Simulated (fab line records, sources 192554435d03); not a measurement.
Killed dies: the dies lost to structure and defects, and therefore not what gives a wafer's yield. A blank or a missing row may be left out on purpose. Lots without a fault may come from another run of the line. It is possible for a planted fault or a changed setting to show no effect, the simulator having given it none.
fab line records	flow n5_finfet
record lots=24	wafers=72	last_day=18
route steps=1938 shown BEOL_M3@998 BEOL_M4@1037
lots untouched by any fault: they come from a run of this same line in which no faults occurred
start_h: start of the lot's first displayed wafer, in hours after the record's first day	wait_h: how many hours have passed since the lot's step before this one	" repeats the value in the row above	L1.1+2: one row covering several wafers at once	- either no value or no given start	* or withheld: withheld	< > ~ a bound
route shown NAME@n: a module of which the file shows steps, and the number in the route of the first	usual: the fault-free wafers' mean and standard deviation	same: alike in all rows	chamber/n: place in a boat	sites: readings site by site	_std_site: their standard deviation	_edge_site: outer sites' mean less inner sites'	radius_mm: how far each site lies from the wafer's centre	mask NAME#n: copy n	behind: tool/chamber where the wafer was last shaped	hold: reason for holding the lot/hours on hold/outcome of the hold	device: whichever transistor did not switch (one of n, p or np)	end of line: the tests these same wafers got at the end of their route	a step without rows: its recipe alone	killed: at the first sort, the dies lost to defects and structure; wafer yield is something else	map: a wafer's dies, x killed, . not, _ none there
set.NAME: the run value of the setting; set.NAME@STEP: its run value at that earlier step	model.NAME: the simulator's own value behind a step, which no gauge read
the route's steps for a sample of lots (tables are steps, rows are wafers)
services: the hour from which a tool's chamber was out of use, counted from the record's first day as start_h (under 0 if before that day), plus the number of hours and why
## steps
# step N5_BEOL_M3_SPUTTER_81
# recipe material=Cu	target_thk_a=45	temp_c=-20	chamber_pressure_pa=0.07	power_w=withheld	time_s=8.29
# usual throttle_valve_pct=30.2/1
lot.wafer	tool	chamber	start_h	wait_h	throttle_valve_pct
L075.2	pvd_sputter-01	-	172.80	0.1	30.6
L075.3	"	-	"	"	29.4
L075.5	"	-	"	"	31.4
L074.2	pvd_sputter-03	-	176.71	0.1	31.9
L074.5	"	-	"	"	31.7
L074.6	"	-	"	"	29.0
L076.1	pvd_sputter-02	-	183.73	0.1	29.4
L076.2	"	-	"	"	31.5
L076.5	"	-	"	"	29.3
L077.1	pvd_sputter-01	-	184.93	0.1	30.5
L077.2	"	-	"	"	29.5
L077.5	"	-	"	"	30.6
L078.1	pvd_sputter-03	-	186.68	0.1	30.6
L078.4	"	-	"	"	31.8
L078.6	"	-	"	"	29.3
L080.1	pvd_sputter-02	-	195.71	0.1	28.1
L080.3	"	-	"	"	31.5
L080.4	"	-	"	"	29.5
L079.2	pvd_sputter-03	-	201.30	0.1	29.4
L079.3	"	-	"	"	30.9
L079.4	"	-	"	"	29.9
L081.2	pvd_sputter-03	-	203.30	0.1	29.1
L081.5	"	-	"	"	29.1
L081.6	"	-	"	"	31.8
L082.1	pvd_sputter-01	-	206.74	0.1	30.6
L082.5	"	-	"	"	29.4
L082.6	"	-	"	"	31.0
L083.1	pvd_sputter-02	-	206.95	0.1	28.2
L083.3	"	-	"	"	29.8
L083.4	"	-	"	"	29.6
L084.1	pvd_sputter-03	-	220.06	0.1	30.5
L084.3	"	-	"	"	31.5
L084.6	"	-	"	"	29.5
L085.1	pvd_sputter-03	-	226.16	0.1	29.1
L085.3	"	-	"	"	29.7
L085.6	"	-	"	"	30.8
L086.3	pvd_sputter-01	-	231.79	0.1	30.4
L086.4	"	-	"	"	30.7
L086.5	"	-	"	"	30.5
L087.1	pvd_sputter-01	-	251.82	0.1	30.7
L087.4	"	-	"	"	30.7
L087.5	"	-	"	"	31.0
L090.2	pvd_sputter-01	-	254.21	0.1	29.4
L090.4	"	-	"	"	30.3
L090.6	"	-	"	"	29.7
L088.1	pvd_sputter-03	-	254.67	0.1	31.6
L088.3	"	-	"	"	29.7
L088.6	"	-	"	"	30.5
L089.1	pvd_sputter-03	-	258.73	0.1	30.9
L089.3	"	-	"	"	31.7
L089.5	"	-	"	"	31.7
L091.1	pvd_sputter-02	-	264.77	0.1	29.5
L091.5	"	-	"	"	31.7
L091.6	"	-	"	"	29.4
L092.4	pvd_sputter-02	-	266.89	0.1	29.5
L092.5	"	-	"	"	29.2
L092.6	"	-	"	"	31.2
L093.2	pvd_sputter-02	-	269.48	0.1	27.9
L093.4	"	-	"	"	29.9
L093.5	"	-	"	"	31.5
L094.2	pvd_sputter-03	-	285.99	0.1	29.3
L094.4	"	-	"	"	30.5
L094.6	"	-	"	"	31.7
L095.1	pvd_sputter-02	-	291.40	0.1	28.1
L095.4	"	-	"	"	31.5
L095.5	"	-	"	"	31.5
L097.4	pvd_sputter-03	-	298.58	0.1	31.8
L097.5	"	-	"	"	31.9
L097.6	"	-	"	"	30.6
L096.2	pvd_sputter-01	-	299.11	0.1	29.5
L096.4	"	-	"	"	29.8
L096.6	"	-	"	"	30.7
# step N5_BEOL_M3_SPUTTER_90
# recipe material=Cu	target_thk_a=45	temp_c=-20	chamber_pressure_pa=0.07	power_w=withheld	time_s=8.29
# usual throttle_valve_pct=30.2/1
lot.wafer	tool	chamber	start_h	wait_h	throttle_valve_pct
L075.2	pvd_sputter-01	-	173.46	0.1	30.5
L075.3	"	-	"	"	29.7
L075.5	"	-	"	"	31.0
L074.2	pvd_sputter-03	-	177.37	0.1	31.4
L074.5	"	-	"	"	31.9
L074.6	"	-	"	"	29.4
L076.1	pvd_sputter-02	-	184.39	0.1	29.3
L076.2	"	-	"	"	31.8
L076.5	"	-	"	"	29.6
L077.1	pvd_sputter-01	-	185.59	0.1	30.5
L077.2	"	-	"	"	29.8
L077.5	"	-	"	"	30.9
L078.1	pvd_sputter-03	-	187.34	0.1	30.5
L078.4	"	-	"	"	31.7
L078.6	"	-	"	"	29.1
L080.1	pvd_sputter-02	-	196.37	0.1	28.0
L080.3	"	-	"	"	31.5
L080.4	"	-	"	"	29.3
L079.2	pvd_sputter-03	-	201.96	0.1	29.3
L079.3	"	-	"	"	30.7
L079.4	"	-	"	"	29.9
L081.2	pvd_sputter-03	-	203.96	0.1	29.1
L081.5	"	-	"	"	29.2
L081.6	"	-	"	"	31.7
L082.1	pvd_sputter-01	-	207.40	0.1	30.4
L082.5	"	-	"	"	29.4
L082.6	"	-	"	"	31.0
L083.1	pvd_sputter-02	-	207.61	0.1	28.1
L083.3	"	-	"	"	30.0
L083.4	"	-	"	"	29.2
L084.1	pvd_sputter-03	-	220.72	0.1	30.5
L084.3	"	-	"	"	31.8
L084.6	"	-	"	"	29.2
L085.1	pvd_sputter-03	-	226.82	0.1	29.1
L085.3	"	-	"	"	29.7
L085.6	"	-	"	"	30.6
L086.3	pvd_sputter-01	-	232.54	0.1	29.7
L086.4	"	-	"	"	30.6
L086.5	"	-	"	"	30.6
L087.1	pvd_sputter-01	-	252.48	0.1	30.8
L087.4	"	-	"	"	30.6
L087.5	"	-	"	"	30.8
L090.2	pvd_sputter-01	-	254.87	0.1	29.6
L090.4	"	-	"	"	30.5
L090.6	"	-	"	"	29.5
L088.1	pvd_sputter-03	-	255.33	0.1	31.8
L088.3	"	-	"	"	29.7
L088.6	"	-	"	"	30.6
L089.1	pvd_sputter-03	-	259.39	0.1	30.5
L089.3	"	-	"	"	31.6
L089.5	"	-	"	"	31.7
L091.1	pvd_sputter-02	-	265.43	0.1	29.4
L091.5	"	-	"	"	31.7
L091.6	"	-	"	"	29.5
L092.4	pvd_sputter-02	-	267.55	0.1	29.4
L092.5	"	-	"	"	29.3
L092.6	"	-	"	"	31.3
L093.2	pvd_sputter-02	-	270.14	0.1	28.0
L093.4	"	-	"	"	30.0
L093.5	"	-	"	"	31.9
L094.2	pvd_sputter-03	-	286.65	0.1	29.1
L094.4	"	-	"	"	30.7
L094.6	"	-	"	"	31.8
L095.1	pvd_sputter-02	-	292.06	0.1	27.8
L095.4	"	-	"	"	31.6
L095.5	"	-	"	"	31.6
L097.4	pvd_sputter-03	-	299.24	0.1	31.8
L097.5	"	-	"	"	31.7
L097.6	"	-	"	"	30.6
L096.2	pvd_sputter-01	-	299.77	0.1	29.7
L096.4	"	-	"	"	29.8
L096.6	"	-	"	"	30.8
# step N5_BEOL_M3_RS_MEAS_58
# recipe thk_meas_gauge=four-point-probe	reads=Co_of_BEOL_M3_CO_CAP_55+Cu_of_BEOL_M3_ECD_50+Co_of_BEOL_M3_CVD_47+TaN_of_BEOL_M3_ALD_84
# usual M3_RS=0.66/0.03
lot.wafer	tool	chamber	start_h	wait_h	M3_RS[ohm/sq]
L075.2	film_metro-02	-	175.17	0.1	0.73
L075.3	"	-	"	"	0.68
L075.5	"	-	"	"	0.65
L074.2	film_metro-01	-	179.09	0.1	0.67
L074.5	"	-	"	"	0.74
L074.6	"	-	"	"	0.60
L076.1	film_metro-02	-	186.22	0.0	0.71
L076.2	"	-	"	"	0.68
L076.5	"	-	"	"	0.65
L077.1	film_metro-01	-	187.35	0.0	0.72
L077.2	"	-	"	"	0.75
L077.5	"	-	"	"	0.65
L078.1	film_metro-01	-	189.05	0.0	0.66
L078.4	"	-	"	"	0.64
L078.6	"	-	"	"	0.61
L080.1	film_metro-01	-	198.12	0.0	0.69
L080.3	"	-	"	"	0.65
L080.4	"	-	"	"	0.69
L079.2	film_metro-02	-	203.67	0.1	0.65
L079.3	"	-	"	"	0.62
L079.4	"	-	"	"	0.64
L081.2	film_metro-02	-	205.72	0.1	0.68
L081.5	"	-	"	"	0.69
L081.6	"	-	"	"	0.63
L082.1	film_metro-01	-	209.19	0.1	0.68
L082.5	"	-	"	"	0.63
L082.6	"	-	"	"	0.66
L083.1	film_metro-02	-	209.59	0.1	0.65
L083.3	"	-	"	"	0.63
L083.4	"	-	"	"	0.65
L084.1	film_metro-02	-	222.46	0.1	0.67
L084.3	"	-	"	"	0.64
L084.6	"	-	"	"	0.62
L085.1	film_metro-01	-	228.54	0.0	0.72
L085.3	"	-	"	"	0.69
L085.6	"	-	"	"	0.65
L086.3	film_metro-01	-	234.80	0.1	0.66
L086.4	"	-	"	"	0.66
L086.5	"	-	"	"	0.66
L087.1	film_metro-02	-	254.33	0.1	0.67
L087.4	"	-	"	"	0.66
L087.5	"	-	"	"	0.62
L090.2	film_metro-01	-	256.58	0.1	0.67
L090.4	"	-	"	"	0.66
L090.6	"	-	"	"	0.67
L088.1	film_metro-02	-	257.04	0.0	0.67
L088.3	"	-	"	"	0.64
L088.6	"	-	"	"	0.64
L089.1	film_metro-02	-	261.12	0.0	0.64
L089.3	"	-	"	"	0.65
L089.5	"	-	"	"	0.68
L091.1	film_metro-01	-	267.27	0.0	0.69
L091.5	"	-	"	"	0.66
L091.6	"	-	"	"	0.73
L092.4	film_metro-02	-	269.53	0.0	0.65
L092.5	"	-	"	"	0.69
L092.6	"	-	"	"	0.64
L093.2	film_metro-02	-	271.85	0.1	0.64
L093.4	"	-	"	"	0.66
L093.5	"	-	"	"	0.67
L094.2	film_metro-01	-	288.37	0.1	0.66
L094.4	"	-	"	"	0.66
L094.6	"	-	"	"	0.67
L095.1	film_metro-02	-	293.79	0.1	0.69
L095.4	"	-	"	"	0.66
L095.5	"	-	"	"	0.62
L097.4	film_metro-02	-	300.95	0.0	0.67
L097.5	"	-	"	"	0.69
L097.6	"	-	"	"	0.68
L096.2	film_metro-02	-	301.51	0.1	0.63
L096.4	"	-	"	"	0.66
L096.6	"	-	"	"	0.64
# step N5_BEOL_M4_DESCUM_16
# recipe chemistry=O2	time_s=7	source_power_w=50	bias_power_w=20	pressure_mtorr=20	rf_frequency_hz=2.712e+07	temp_c=40	resist=CAR-EUV	o2_flow_sccm=225
# usual drypump_motor_current_A=5.9/0.55	oes_product_au=0.78/0.098	rf_vpp_V=243.6/1.5	showerhead_plenum_p_Torr=2.12/0.082	throttle_valve_pct=20.35/0.27
lot.wafer	tool	chamber	start_h	wait_h	drypump_motor_current_A	oes_product_au	rf_hours_counter_h	rf_vpp_V	showerhead_plenum_p_Torr	throttle_valve_pct
L075.2	rie_diel-01	0	176.23	0.1	6.8	0.74	166	243.2	2.08	20.53
L075.3	"	3	"	"	5.1	0.86	50	242.4	2.02	19.96
L075.5	"	1	"	"	6.1	0.83	-	244.2	2.21	20.47
L074.2	rie_diel-01	2	180.19	0.3	4.9	0.71	194	241.3	2.00	20.47
L074.5	"	0	"	"	6.8	0.75	-	242.8	2.08	20.51
L074.6	"	3	"	"	5.1	0.85	-	242.9	2.02	19.96
L076.1	rie_diel-05	2	189.07	0.0	5.6	0.73	190	243.0	2.17	20.67
L076.2	"	0	"	"	5.6	0.68	245	243.3	2.16	20.78
L076.5	"	0	"	"	5.6	0.68	-	244.7	2.16	20.79
L077.1	rie_diel-05	0	189.37	0.1	5.6	0.68	245	245.5	2.16	20.76
L077.2	"	2	"	"	5.5	0.72	190	244.4	2.17	20.66
L077.5	"	3	"	"	6.3	0.71	-	241.2	1.99	20.48
L078.1	rie_diel-05	2	190.57	0.0	5.6	0.71	190	244.0	2.17	20.65
L078.4	"	0	"	"	5.6	0.67	246	244.5	2.16	20.79
L078.6	"	2	"	"	5.6	0.71	-	243.4	2.17	20.67
L080.1	rie_diel-02	0	200.24	0.0	6.2	0.71	213	244.7	2.15	20.10
L080.3	"	1	"	"	6.5	0.90	29	244.8	2.21	19.96
L080.4	"	2	"	"	5.7	0.81	95	244.2	2.10	20.36
L079.2	rie_diel-01	3	205.80	0.0	5.1	0.83	61	242.6	2.02	19.96
L079.3	"	2	"	"	4.9	0.70	202	240.7	1.99	20.47
L079.4	"	0	"	"	6.8	0.73	178	243.0	2.08	20.53
L081.2	rie_diel-01	1	209.10	0.0	6.1	0.81	103	245.8	2.21	20.50
L081.5	"	3	"	"	5.1	0.84	-	241.0	2.02	19.97
L081.6	"	0	"	"	6.8	0.72	-	243.7	2.08	20.52
L082.1	rie_diel-02	3	210.41	0.0	5.9	0.91	43	245.5	2.24	20.58
L082.5	"	0	"	"	6.2	0.71	-	242.6	2.15	20.08
L082.6	"	1	"	"	6.5	0.90	-	245.6	2.21	19.97
L083.1	rie_diel-05	2	210.58	0.1	5.5	0.71	198	243.8	2.16	20.66
L083.3	"	1	"	"	6.5	0.69	213	243.5	2.05	19.99
L083.4	"	1	"	"	6.5	0.71	-	241.5	2.05	19.99
L084.1	rie_diel-05	3	223.58	0.0	6.2	0.70	252	241.0	1.99	20.49
L084.3	"	2	"	"	5.6	0.71	205	244.6	2.16	20.68
L084.6	"	3	"	"	6.2	0.70	-	241.1	1.99	20.49
L085.1	rie_diel-05	1	230.21	0.2	6.5	0.69	223	242.9	2.05	19.99
L085.3	"	0	"	"	5.6	1.01	1	243.9	2.16	20.49
L085.6	"	0	"	"	5.6	1.02	-	243.7	2.16	20.48
L086.3	rie_diel-05	0	238.19	0.0	5.6	1.01	5	244.6	2.15	20.50
L086.4	"	1	"	"	6.5	0.69	-	242.1	2.05	20.00
L086.5	"	2	"	"	5.6	0.70	-	242.8	2.16	20.68
L087.1	rie_diel-02	0	257.01	0.0	6.2	0.69	231	243.3	2.14	20.12
L087.4	"	1	"	"	6.5	0.87	46	246.9	2.21	19.98
L087.5	"	0	"	"	6.2	0.69	-	243.6	2.14	20.12
L090.2	rie_diel-05	0	257.88	0.0	5.6	0.96	14	244.5	2.15	20.50
L090.4	"	0	"	"	5.6	0.96	-	244.1	2.15	20.50
L090.6	"	1	"	"	6.5	0.69	-	242.1	2.05	20.03
L088.1	rie_diel-02	1	260.77	0.0	6.5	0.88	48	245.3	2.20	19.98
L088.3	"	2	"	"	5.6	0.78	113	242.7	2.10	20.38
L088.6	"	2	"	"	5.7	0.77	-	244.1	2.10	20.38
L089.1	rie_diel-05	0	264.59	0.0	5.6	0.95	16	243.0	2.15	20.53
L089.3	"	2	"	"	5.5	0.69	216	243.1	2.16	20.68
L089.5	"	0	"	"	5.6	0.95	-	244.8	2.15	20.51
L091.1	rie_diel-05	3	268.04	0.0	6.2	0.96	7	247.2	2.25	20.26
L091.5	"	3	"	"	6.3	0.96	-	245.8	2.25	20.24
L091.6	"	2	"	"	5.6	0.70	-	243.1	2.16	20.70
L092.4	rie_diel-01	1	272.30	0.5	6.2	0.79	126	244.2	2.20	20.51
L092.5	"	0	"	"	6.8	0.71	-	243.6	2.07	20.56
L092.6	"	3	"	"	5.1	0.80	-	242.3	2.01	20.02
L093.2	rie_diel-02	2	273.51	0.3	5.6	0.77	118	243.6	2.09	20.40
L093.4	"	3	"	"	5.9	0.87	64	244.6	2.23	20.60
L093.5	"	1	"	"	6.5	0.87	-	244.8	2.20	20.00
L094.2	rie_diel-01	0	290.24	0.0	6.8	0.70	207	243.1	2.07	20.58
L094.4	"	1	"	"	6.2	0.78	133	245.5	2.20	20.55
L094.6	"	1	"	"	6.1	0.78	-	244.9	2.20	20.55
L095.1	rie_diel-01	2	294.98	0.0	4.9	0.68	229	241.9	1.98	20.53
L095.4	"	1	"	"	6.2	0.78	134	244.5	2.20	20.55
L095.5	"	3	"	"	5.1	0.79	-	241.0	2.01	20.03
L097.4	rie_diel-05	3	302.26	0.0	6.2	0.92	-	244.6	2.25	20.26
L097.5	"	0	"	"	5.6	0.91	-	242.4	2.15	20.55
L097.6	"	2	"	"	5.6	0.68	-	244.6	2.15	20.72
L096.2	rie_diel-02	2	304.37	0.0	5.7	0.76	129	243.7	2.09	20.41
L096.4	"	3	"	"	6.0	0.85	74	244.4	2.22	20.63
L096.6	"	0	"	"	6.3	0.68	-	244.9	2.14	20.14
# step N5_BEOL_M4_VIA_ETCH_34
# recipe chemistry=C4F6/O2	target_depth_a=694	mask_material=SOC	pressure_mtorr=15	ion_energy_ev=250	taper_deg=4	time_s=65.9	source_w=350	bias_w=170	Ar_flow_sccm=300	C4F6_flow_sccm=10	O2_flow_sccm=10
# usual drypump_motor_current_A=5.9/0.6	oes_product_au=0.79/0.086	rf_vpp_V=668/10	showerhead_plenum_p_Torr=2.88/0.11	throttle_valve_pct=30.8/0.3
lot.wafer	tool	chamber	start_h	wait_h	drypump_motor_current_A	oes_product_au	rf_hours_counter_h	rf_vpp_V	showerhead_plenum_p_Torr	throttle_valve_pct
L075.2	rie_diel-02	1	181.14	0.0	6.5	0.90	22	676	3.01	30.3
L075.3	"	0	"	"	6.2	0.70	206	678	2.93	30.4
L075.5	"	3	"	"	5.9	0.90	-	657	3.03	31.0
L074.2	rie_diel-02	3	181.87	0.0	5.9	0.91	35	655	3.03	31.1
L074.5	"	1	"	"	6.5	0.91	-	674	3.01	30.3
L074.6	"	2	"	"	5.7	0.81	-	671	2.85	30.6
L076.1	rie_diel-02	0	193.90	0.0	6.2	0.72	210	677	2.92	30.4
L076.2	"	3	"	"	6.0	0.91	37	657	3.03	31.0
L076.5	"	1	"	"	6.5	0.92	-	676	3.01	30.3
L077.1	rie_diel-01	1	194.37	0.0	6.2	0.82	98	676	2.99	30.9
L077.2	"	2	"	"	4.9	0.71	197	657	2.71	30.8
L077.5	"	1	"	"	6.1	0.82	-	675	2.99	30.9
L078.1	rie_diel-02	1	202.19	0.0	6.5	0.90	30	673	3.01	30.3
L078.4	"	2	"	"	5.6	0.80	95	673	2.85	30.6
L078.6	"	3	"	"	6.0	0.90	-	656	3.03	31.0
L081.2	rie_diel-01	0	212.23	0.0	6.8	0.71	179	679	2.85	31.2
L081.5	"	1	"	"	6.1	0.81	-	677	2.98	30.9
L081.6	"	2	"	"	4.9	0.69	-	658	2.71	30.8
L082.1	rie_diel-01	3	221.37	0.0	5.1	0.84	66	654	2.79	30.6
L082.5	"	0	"	"	6.8	0.72	-	680	2.85	31.2
L082.6	"	1	"	"	6.2	0.82	-	676	2.98	30.9
L080.1	rie_diel-05	1	224.71	0.0	6.5	0.69	221	674	2.80	30.2
L080.3	"	3	"	"	6.2	0.70	252	644	2.69	30.6
L080.4	"	3	"	"	6.2	0.70	-	644	2.69	30.6
L079.2	rie_diel-01	2	224.74	0.0	4.9	0.70	209	657	2.70	30.8
L079.3	"	3	"	"	5.1	0.83	68	653	2.79	30.6
L079.4	"	1	"	"	6.1	0.82	109	678	2.98	30.9
L083.1	rie_diel-02	1	229.10	0.0	6.5	0.88	39	674	3.00	30.3
L083.3	"	3	"	"	6.0	0.89	50	654	3.02	31.1
L083.4	"	0	"	"	6.3	0.71	222	678	2.92	30.4
L084.1	rie_diel-01	1	230.14	0.0	6.1	0.81	111	676	2.98	30.9
L084.3	"	3	"	"	5.1	0.83	70	654	2.79	30.6
L084.6	"	1	"	"	6.1	0.81	-	677	2.98	30.9
L085.1	rie_diel-02	2	244.43	0.0	5.6	0.79	108	673	2.84	30.6
L085.3	"	0	"	"	6.3	0.69	226	677	2.92	30.4
L085.6	"	3	"	"	6.0	0.89	-	655	3.02	31.1
L086.3	rie_diel-05	1	244.46	0.0	6.5	0.69	229	675	2.79	30.2
L086.4	"	0	"	"	5.6	1.00	-	683	2.92	31.0
L086.5	"	2	"	"	5.6	0.69	-	659	2.94	31.3
L087.1	rie_diel-02	1	259.76	0.0	6.5	0.87	47	674	3.00	30.3
L087.4	"	3	"	"	6.0	0.88	59	655	3.02	31.1
L087.5	"	0	"	"	6.2	0.69	-	677	2.91	30.4
L090.2	rie_diel-01	1	262.62	0.0	6.1	0.79	123	677	2.97	30.9
L090.4	"	3	"	"	5.1	0.82	82	654	2.79	30.6
L090.6	"	2	"	"	4.9	0.69	-	657	2.70	30.8
L088.1	rie_diel-05	0	262.91	0.0	5.6	0.95	16	683	2.92	31.1
L088.3	"	1	"	"	6.5	0.68	238	675	2.79	30.2
L088.6	"	0	"	"	5.6	0.96	-	682	2.92	31.1
L089.1	rie_diel-02	3	271.74	0.0	6.0	0.87	63	657	3.02	31.1
L089.3	"	2	"	"	5.7	0.78	117	673	2.84	30.7
L089.5	"	2	"	"	5.7	0.78	-	673	2.83	30.7
L092.4	rie_diel-01	3	276.51	0.0	5.1	0.81	86	652	2.79	30.6
L092.5	"	2	"	"	4.9	0.70	-	656	2.70	30.8
L092.6	"	1	"	"	6.1	0.79	-	677	2.97	31.0
L091.1	rie_diel-02	0	276.64	0.0	6.2	0.69	237	677	2.91	30.4
L091.5	"	2	"	"	5.7	0.79	-	673	2.84	30.7
L091.6	"	1	"	"	6.5	0.87	-	676	2.99	30.3
L093.2	rie_diel-01	2	279.80	0.0	4.9	0.69	224	658	2.70	30.8
L093.4	"	3	"	"	5.1	0.81	87	653	2.78	30.6
L093.5	"	0	"	"	6.8	0.69	-	679	2.84	31.2
L094.2	rie_diel-01	0	296.18	0.0	6.8	0.71	209	678	2.84	31.2
L094.4	"	3	"	"	5.1	0.81	91	653	2.78	30.6
L094.6	"	2	"	"	4.9	0.68	-	658	2.69	30.8
L095.1	rie_diel-01	3	303.46	0.0	5.1	0.80	94	653	2.78	30.6
L095.4	"	0	"	"	6.8	0.70	212	678	2.84	31.2
L095.5	"	2	"	"	4.9	0.68	-	658	2.69	30.8
L097.4	rie_diel-05	0	307.97	0.0	5.6	0.91	-	681	2.91	31.1
L097.5	"	2	"	"	5.6	0.67	-	659	2.93	31.3
L097.6	"	3	"	"	6.3	0.91	-	655	3.02	30.6
L096.2	rie_diel-01	1	311.69	0.0	6.2	0.79	140	676	2.97	31.0
L096.4	"	3	"	"	5.1	0.80	97	653	2.78	30.6
L096.6	"	0	"	"	6.8	0.70	-	678	2.84	31.2
# step N5_BEOL_M4_SURFACE_TREAT_85
# recipe gas=Ar	time_s=*	ion_energy_ev=*	ion_current_ma_cm2=0.5	pressure_mtorr=*	ar_flow_sccm=30
# usual throttle_valve_pct=*
lot.wafer	tool	chamber	start_h	wait_h	throttle_valve_pct
L075.2	pvd_sputter-03	-	182.35	0.2	*
L075.3	"	-	"	"	*
L075.5	"	-	"	"	*
L074.2	pvd_sputter-02	-	182.73	0.1	*
L074.5	"	-	"	"	*
L074.6	"	-	"	"	*
L076.1	pvd_sputter-03	-	197.01	1.9	*
L076.2	"	-	"	"	*
L076.5	"	-	"	"	*
L077.1	pvd_sputter-03	-	197.05	1.8	*
L077.2	"	-	"	"	*
L077.5	"	-	"	"	*
L078.1	pvd_sputter-02	-	203.21	0.2	*
L078.4	"	-	"	"	*
L078.6	"	-	"	"	*
L081.2	pvd_sputter-02	-	213.52	0.3	*
L081.5	"	-	"	"	*
L081.6	"	-	"	"	*
L082.1	pvd_sputter-01	-	222.66	0.2	*
L082.5	"	-	"	"	*
L082.6	"	-	"	"	*
L080.1	pvd_sputter-01	-	226.23	0.3	*
L080.3	"	-	"	"	*
L080.4	"	-	"	"	*
L079.2	pvd_sputter-03	-	227.92	0.1	*
L079.3	"	-	"	"	*
L079.4	"	-	"	"	*
L083.1	pvd_sputter-01	-	230.31	0.1	*
L083.3	"	-	"	"	*
L083.4	"	-	"	"	*
L084.1	pvd_sputter-02	-	232.40	1.2	*
L084.3	"	-	"	"	*
L084.6	"	-	"	"	*
L085.1	pvd_sputter-03	-	245.43	0.1	*
L085.3	"	-	"	"	*
L085.6	"	-	"	"	*
L086.3	pvd_sputter-02	-	245.65	0.2	*
L086.4	"	-	"	"	*
L086.5	"	-	"	"	*
L087.1	pvd_sputter-03	-	260.79	0.1	*
L087.4	"	-	"	"	*
L087.5	"	-	"	"	*
L090.2	pvd_sputter-02	-	263.75	0.1	*
L090.4	"	-	"	"	*
L090.6	"	-	"	"	*
L088.1	pvd_sputter-01	-	263.84	0.1	*
L088.3	"	-	"	"	*
L088.6	"	-	"	"	*
L089.1	pvd_sputter-03	-	274.95	0.2	*
L089.3	"	-	"	"	*
L089.5	"	-	"	"	*
L092.4	pvd_sputter-03	-	277.83	0.0	*
L092.5	"	-	"	"	*
L092.6	"	-	"	"	*
L091.1	pvd_sputter-03	-	277.99	0.2	*
L091.5	"	-	"	"	*
L091.6	"	-	"	"	*
L093.2	pvd_sputter-03	-	281.21	0.2	*
L093.4	"	-	"	"	*
L093.5	"	-	"	"	*
L094.2	pvd_sputter-03	-	297.28	0.1	*
L094.4	"	-	"	"	*
L094.6	"	-	"	"	*
L095.1	pvd_sputter-01	-	304.47	0.2	*
L095.4	"	-	"	"	*
L095.5	"	-	"	"	*
L097.4	pvd_sputter-01	-	309.33	0.1	*
L097.5	"	-	"	"	*
L097.6	"	-	"	"	*
L096.2	pvd_sputter-03	-	312.87	0.3	*
L096.4	"	-	"	"	*
L096.6	"	-	"	"	*
## services
tool	chamber	start_h	hours	kind
rie_diel-01	3	165.61	6.2	repair
rie_diel-01	1	200.33	1.6	repair
rie_diel-05	0	203.00	-	clean
rie_diel-05	0	203.00	-	consumable_replace:focus_ring
rie_diel-05	0	203.00	22.6	scheduled_down
rie_diel-05	0	203.00	22.6	vent_cycle
rie_diel-05	3	226.02	-	clean
rie_diel-05	3	226.02	-	consumable_replace:focus_ring
rie_diel-05	3	226.02	-	consumable_replace:showerhead
rie_diel-05	3	226.02	24.8	scheduled_down
rie_diel-05	3	226.02	24.8	vent_cycle
rie_diel-05	2	248.35	14.3	repair
rie_diel-01	2	252.54	8.2	repair
rie_diel-05	1	297.02	-	clean
rie_diel-05	1	297.02	-	consumable_replace:focus_ring
rie_diel-05	1	297.02	22.1	scheduled_down
rie_diel-05	1	297.02	22.1	vent_cycle
pvd_sputter-02	-	305.59	2.2	repair
rie_diel-02	2	306.72	4.8	repair
## key
fault none
